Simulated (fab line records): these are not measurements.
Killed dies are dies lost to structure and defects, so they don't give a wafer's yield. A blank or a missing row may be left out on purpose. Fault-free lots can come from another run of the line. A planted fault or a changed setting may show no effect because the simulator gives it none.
fab line records | flow nand-harc
record: lots: 15 | wafers: 42 | last-day: 24
route steps=1159 shown P_BONDPAD@374 A_ZERO_WELL@412 A_ONON_D1@424
lots untouched by any fault: they come from a run of this same line in which no faults occurred
start-h: hours from the record's first day to the start of the lot's first wafer shown | wait-h: how many hours have passed since the lot's step before this one | " identical to the entry in the row above | L1.1+2: a single row standing in for several wafers | - value missing, or start not given | * or withheld: withheld | < > ~ a bound
route shown NAME@n: names a module that has steps shown in the file, with the first one's number in the route | usual: mean/standard deviation of fault-free wafers | same: alike in all rows | chamber/n: place in a boat | sites: each site's reading | _std_site: standard deviation of those values | _edge_site: mean of outer sites minus mean of inner sites | radius-mm: how far each site lies from the wafer's centre | mask NAME#n: copy n | behind: the most recent tool/chamber to have shaped the wafer | hold: cause of the lot's hold/its duration in hours/its outcome | device: the n, p or np transistor that did not switch | end of line: tests of these same wafers at the route's end | where a step has no rows: the recipe by itself | killed: dies that structure and defects cost at the first sort, which is not the same as the wafer's yield | map: dies across one wafer; x = killed, . = not, _ = none there
set.NAME: the run value of the setting; set.NAME@STEP: its run value at that earlier step | model.NAME: the simulator's own value behind a step, which no gauge read
a sample of lots followed through the steps of the route, with each step as a table and each wafer as a row
services: when a tool's chamber went out of use (start-h, in hours from the record's first day, below 0 if earlier), for how many hours, and the reason
== steps ==
step: NHARC_P_BONDPAD_DEGAS_25
recipe: temp-c: 300 | time-s: 60
usual: heater-power-w: 475/43
same: time-s: 60
lot.wafer | tool           | chamber | start-h | wait-h | heater-power-w
L330.2    | pvd-sputter-01 | -       | 128.83  | -      | 414
L330.5    | "              | -       | "       | "      | 545
L330.6    | "              | -       | "       | "      | 399
L331.4    | pvd-sputter-03 | -       | 129.47  | -      | 465
L331.3    | "              | -       | "       | "      | 482
L331.5    | "              | -       | "       | "      | 509
L333.4    | pvd-sputter-02 | -       | 147.74  | -      | 468
L333.1    | "              | -       | "       | "      | 458
L333.3    | "              | -       | "       | "      | 493
L332.1    | pvd-sputter-03 | -       | 149.14  | -      | 406
L332.2    | "              | -       | "       | "      | 473
L332.5    | "              | -       | "       | "      | 473
L336.3    | pvd-sputter-02 | -       | 162.95  | -      | 482
L336.4    | "              | -       | "       | "      | 465
L336.5    | "              | -       | "       | "      | 494
L337.4    | pvd-sputter-01 | -       | 174.07  | -      | 424
L337.1    | "              | -       | "       | "      | 542
L338.2    | pvd-sputter-02 | -       | 179.73  | -      | 467
L338.4    | "              | -       | "       | "      | 488
L340.2    | pvd-sputter-02 | -       | 194.24  | -      | 472
L340.4    | "              | -       | "       | "      | 445
L340.5    | "              | -       | "       | "      | 481
L343.4    | pvd-sputter-03 | -       | 209.05  | -      | 460
L343.1    | "              | -       | "       | "      | 409
L345.3    | pvd-sputter-01 | -       | 223.32  | -      | 535
L345.4    | "              | -       | "       | "      | 419
L345.6    | "              | -       | "       | "      | 530
L346.4    | pvd-sputter-01 | -       | 235.51  | -      | 519
L346.2    | "              | -       | "       | "      | 450
L346.5    | "              | -       | "       | "      | 523
L349.1    | pvd-sputter-01 | -       | 238.99  | -      | 450
L349.2    | "              | -       | "       | "      | 526
L349.6    | "              | -       | "       | "      | 401
L350.1    | pvd-sputter-01 | -       | 251.37  | -      | 407
L350.4    | "              | -       | "       | "      | 450
L350.5    | "              | -       | "       | "      | 525
L352.3    | pvd-sputter-01 | -       | 259.14  | -      | 412
L352.4    | "              | -       | "       | "      | 534
L352.2    | "              | -       | "       | "      | 536
L353.4    | pvd-sputter-03 | -       | 265.28  | -      | 470
L353.2    | "              | -       | "       | "      | 465
L353.1    | "              | -       | "       | "      | 513
step: NHARC_A_ZERO_WELL_INSPECT_17
usual: raw-defect-count: 12/5.9
lot.wafer | tool              | chamber | start-h | wait-h | raw-defect-count
L330.2    | defect-inspect-02 | -       | 133.38  | 0.1    | 10
L330.5    | "                 | -       | "       | "      | 9
L330.6    | "                 | -       | "       | "      | 5
L331.3    | defect-inspect-02 | -       | 133.88  | 0.1    | 19
L331.4    | "                 | -       | "       | "      | 10
L331.5    | "                 | -       | "       | "      | 19
L333.1    | defect-inspect-02 | -       | 152.15  | 0.2    | 8
L333.3    | "                 | -       | "       | "      | 16
L333.4    | "                 | -       | "       | "      | 8
L332.1    | defect-inspect-01 | -       | 153.52  | 0.2    | 12
L332.2    | "                 | -       | "       | "      | 6
L332.5    | "                 | -       | "       | "      | 19
L336.3    | defect-inspect-02 | -       | 167.55  | 0.1    | 8
L336.4    | "                 | -       | "       | "      | 18
L336.5    | "                 | -       | "       | "      | 14
L337.1    | defect-inspect-02 | -       | 178.49  | 0.2    | 12
L337.4    | "                 | -       | "       | "      | 11
L338.2    | defect-inspect-02 | -       | 184.40  | 0.1    | 12
L338.4    | "                 | -       | "       | "      | 4
L340.2    | defect-inspect-01 | -       | 198.55  | 0.1    | 9
L340.4    | "                 | -       | "       | "      | 23
L340.5    | "                 | -       | "       | "      | 26
L343.1    | defect-inspect-02 | -       | 213.58  | 0.2    | 13
L343.4    | "                 | -       | "       | "      | 7
L345.3    | defect-inspect-02 | -       | 228.56  | 0.1    | 8
L345.4    | "                 | -       | "       | "      | 17
L345.6    | "                 | -       | "       | "      | 13
L346.2    | defect-inspect-02 | -       | 239.78  | 0.1    | 14
L346.4    | "                 | -       | "       | "      | 4
L346.5    | "                 | -       | "       | "      | 9
L349.1    | defect-inspect-02 | -       | 243.43  | 0.2    | 5
L349.2    | "                 | -       | "       | "      | 6
L349.6    | "                 | -       | "       | "      | 3
L350.1    | defect-inspect-02 | -       | 255.81  | 0.2    | 17
L350.4    | "                 | -       | "       | "      | 16
L350.5    | "                 | -       | "       | "      | 21
L352.2    | defect-inspect-02 | -       | 263.60  | 0.1    | 10
L352.3    | "                 | -       | "       | "      | 11
L352.4    | "                 | -       | "       | "      | 10
L353.1    | defect-inspect-02 | -       | 269.59  | 0.2    | 10
L353.2    | "                 | -       | "       | "      | 9
L353.4    | "                 | -       | "       | "      | 11
step: NHARC_A_ONON_D1_DEP_00
recipe: target-thk-a: 10000 | n2-flow-sccm: 2750 | n2o-flow-sccm: 2000 | nh3-flow-sccm: 500 | sih4-flow-sccm: 210 | temp-c: 400
lot.wafer  | tool          | chamber | start-h | wait-h
L331.3+4+5 | pecvd-onon-01 | 0       | 158.22  | 0.2
L330.2+5+6 | pecvd-onon-04 | 0       | 158.49  | 0.4
L333.1+3+4 | pecvd-onon-03 | 0       | 175.22  | 0.1
L332.1+2+5 | pecvd-onon-04 | 0       | 175.22  | 0.1
L336.3+4+5 | pecvd-onon-01 | 0       | 189.37  | 0.2
L337.1+4   | pecvd-onon-03 | 0       | 198.96  | 0.3
L338.2+4   | pecvd-onon-03 | 0       | 205.80  | 0.1
L340.2+4+5 | pecvd-onon-01 | 0       | 219.55  | 0.1
L343.1+4   | pecvd-onon-03 | 0       | 237.64  | 0.1
L345.3+4+6 | pecvd-onon-01 | 0       | 251.57  | 0.2
L349.1+2+6 | pecvd-onon-04 | 0       | 263.47  | 0.1
L346.2+4+5 | pecvd-onon-01 | 0       | 263.49  | 0.1
L350.1+4+5 | pecvd-onon-04 | 0       | 275.45  | 0.1
L352.2+3+4 | pecvd-onon-01 | 0       | 285.00  | 0.1
L353.1+2+4 | pecvd-onon-01 | 0       | 292.28  | 0.1
step: NHARC_A_ONON_D1_THK_MEAS_02
recipe: thk-meas-gauge: ellipsometry
usual: thk-nm: 1003/7
lot.wafer | tool          | chamber | start-h | wait-h | thk-nm
L331.3    | film-metro-01 | -       | 158.62  | -      | 1018
L331.4    | "             | -       | "       | "      | 1016
L331.5    | "             | -       | "       | "      | 1017
L330.2    | film-metro-02 | -       | 158.94  | -      | 1001
L330.5    | "             | -       | "       | "      | 998
L330.6    | "             | -       | "       | "      | 1001
L333.1    | film-metro-02 | -       | 175.74  | -      | 999
L333.3    | "             | -       | "       | "      | 1001
L333.4    | "             | -       | "       | "      | 1001
L332.1    | film-metro-01 | -       | 175.74  | -      | 1012
L332.2    | "             | -       | "       | "      | 1012
L332.5    | "             | -       | "       | "      | 1011
L336.3    | film-metro-01 | -       | 189.77  | -      | 1014
L336.4    | "             | -       | "       | "      | 1014
L336.5    | "             | -       | "       | "      | 1014
L337.1    | film-metro-01 | -       | 199.47  | -      | 1001
L337.4    | "             | -       | "       | "      | 755
L338.2    | film-metro-02 | -       | 206.27  | -      | 765
L338.4    | "             | -       | "       | "      | 766
L340.2    | film-metro-02 | -       | 220.01  | -      | 1008
L340.4    | "             | -       | "       | "      | 1006
L340.5    | "             | -       | "       | "      | 1008
L343.1    | film-metro-01 | -       | 238.15  | -      | 1002
L343.4    | "             | -       | "       | "      | 761
L345.3    | film-metro-01 | -       | 251.96  | -      | 1004
L345.4    | "             | -       | "       | "      | 1003
L345.6    | "             | -       | "       | "      | 1004
L346.2    | film-metro-01 | -       | 263.94  | -      | 1008
L346.4    | "             | -       | "       | "      | 1011
L346.5    | "             | -       | "       | "      | 1010
L349.1    | film-metro-02 | -       | 263.98  | -      | 999
L349.2    | "             | -       | "       | "      | 996
L349.6    | "             | -       | "       | "      | 997
L350.1    | film-metro-01 | -       | 275.97  | -      | 995
L350.4    | "             | -       | "       | "      | 994
L350.5    | "             | -       | "       | "      | 994
L352.2    | film-metro-01 | -       | 285.45  | -      | 1003
L352.3    | "             | -       | "       | "      | 1001
L352.4    | "             | -       | "       | "      | 1002
L353.1    | film-metro-02 | -       | 292.79  | -      | 1013
L353.2    | "             | -       | "       | "      | 1014
L353.4    | "             | -       | "       | "      | 1013
step: NHARC_A_ONON_D1_THK_MEAS_21
recipe: thk-meas-gauge: ellipsometry
usual: thk-nm: 1000/9.2
lot.wafer | tool          | chamber | start-h | wait-h | thk-nm
L331.3    | film-metro-02 | -       | 168.66  | -      | 1009
L331.4    | "             | -       | "       | "      | 1010
L331.5    | "             | -       | "       | "      | 1008
L330.2    | film-metro-02 | -       | 168.67  | -      | 993
L330.5    | "             | -       | "       | "      | 994
L330.6    | "             | -       | "       | "      | 993
L332.1    | film-metro-02 | -       | 185.68  | -      | 1021
L332.2    | "             | -       | "       | "      | 1022
L332.5    | "             | -       | "       | "      | 1023
L333.1    | film-metro-02 | -       | 185.69  | -      | 997
L333.3    | "             | -       | "       | "      | 997
L333.4    | "             | -       | "       | "      | 996
L336.3    | film-metro-01 | -       | 200.19  | -      | 985
L336.4    | "             | -       | "       | "      | 985
L336.5    | "             | -       | "       | "      | 983
L337.1    | film-metro-02 | -       | 209.91  | -      | 994
L337.4    | "             | -       | "       | "      | 993
L338.2    | film-metro-02 | -       | 216.28  | -      | 1011
L338.4    | "             | -       | "       | "      | 1010
L340.2    | film-metro-01 | -       | 230.03  | -      | 1016
L340.4    | "             | -       | "       | "      | 1014
L340.5    | "             | -       | "       | "      | 1016
L343.1    | film-metro-02 | -       | 249.39  | -      | 997
L343.4    | "             | -       | "       | "      | 995
L345.3    | film-metro-02 | -       | 263.53  | -      | 1012
L345.4    | "             | -       | "       | "      | 1010
L345.6    | "             | -       | "       | "      | 1012
L349.1    | film-metro-01 | -       | 274.31  | -      | 989
L349.2    | "             | -       | "       | "      | 988
L349.6    | "             | -       | "       | "      | 989
L346.2    | film-metro-02 | -       | 274.32  | -      | 1003
L346.4    | "             | -       | "       | "      | 1002
L346.5    | "             | -       | "       | "      | 1004
L350.1    | film-metro-01 | -       | 287.79  | -      | 998
L350.4    | "             | -       | "       | "      | 999
L350.5    | "             | -       | "       | "      | 999
L352.2    | film-metro-01 | -       | 296.39  | -      | 998
L352.3    | "             | -       | "       | "      | 996
L352.4    | "             | -       | "       | "      | 998
L353.1    | film-metro-02 | -       | 307.17  | -      | 997
L353.2    | "             | -       | "       | "      | 997
L353.4    | "             | -       | "       | "      | 996
== services ==
tool           | chamber | start-h | hours | kind
pecvd-onon-03  | -       | 153.00  | 13.0  | pm
pecvd-onon-01  | -       | 172.79  | 7.4   | repair
pecvd-onon-01  | -       | 195.00  | 13.0  | pm
pvd-sputter-01 | -       | 198.96  | 10.0  | pm
pvd-sputter-02 | -       | 214.00  | 10.0  | pm
pecvd-onon-04  | -       | 237.00  | 13.0  | pm
pvd-sputter-02 | -       | 245.56  | 2.8   | repair
pvd-sputter-01 | -       | 273.01  | 2.0   | repair
pvd-sputter-03 | -       | 280.00  | 10.0  | pm
pvd-sputter-01 | -       | 281.90  | 0.5   | repair
pvd-sputter-03 | -       | 291.89  | 11.0  | repair
== key ==
first-sign: step: NHARC_A_ONON_D1_THK_MEAS_02 | reading: thk-nm | direction: down | sigmas: 34 | usual: 1003 | struck: 762
effect none on later readings
met-at NHARC_A_ONON_D1_DEP_00
struck-lots L337,L338,L343
struck-wafers L337.4,L338.2,L338.4,L343.4
sort-left-out L337.4,L338.2,L338.4
tester-left-out L337,L338,L343
not-acting-at NHARC_P_BONDPAD_DEGAS_25,NHARC_A_ZERO_WELL_INSPECT_17,NHARC_A_ONON_D1_THK_MEAS_21
onset-between 175.22 198.96
fault: kind: process-parameter-drift | tool: pecvd-onon-03 | chamber: - | onset-h: 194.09 | steps: NHARC_A_ONON_D1_DEP_00 | channel: target-thk-a | offset: * | shape: step | end-h: 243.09 | scope: struck-wafers-only | acts-in: * | stated: *
tester-left-out: of these lots the tester's yield and bins aren't shown, on N5 and GAA mostly nor the transistor test; their killed dies are dies lost to structure and defects alone, not to doping, threshold or leakage, so they don't give the yield
sort-left-out: the simulated sort isn't trusted on such a fault, so these wafers' sort isn't shown, and their yield isn't known
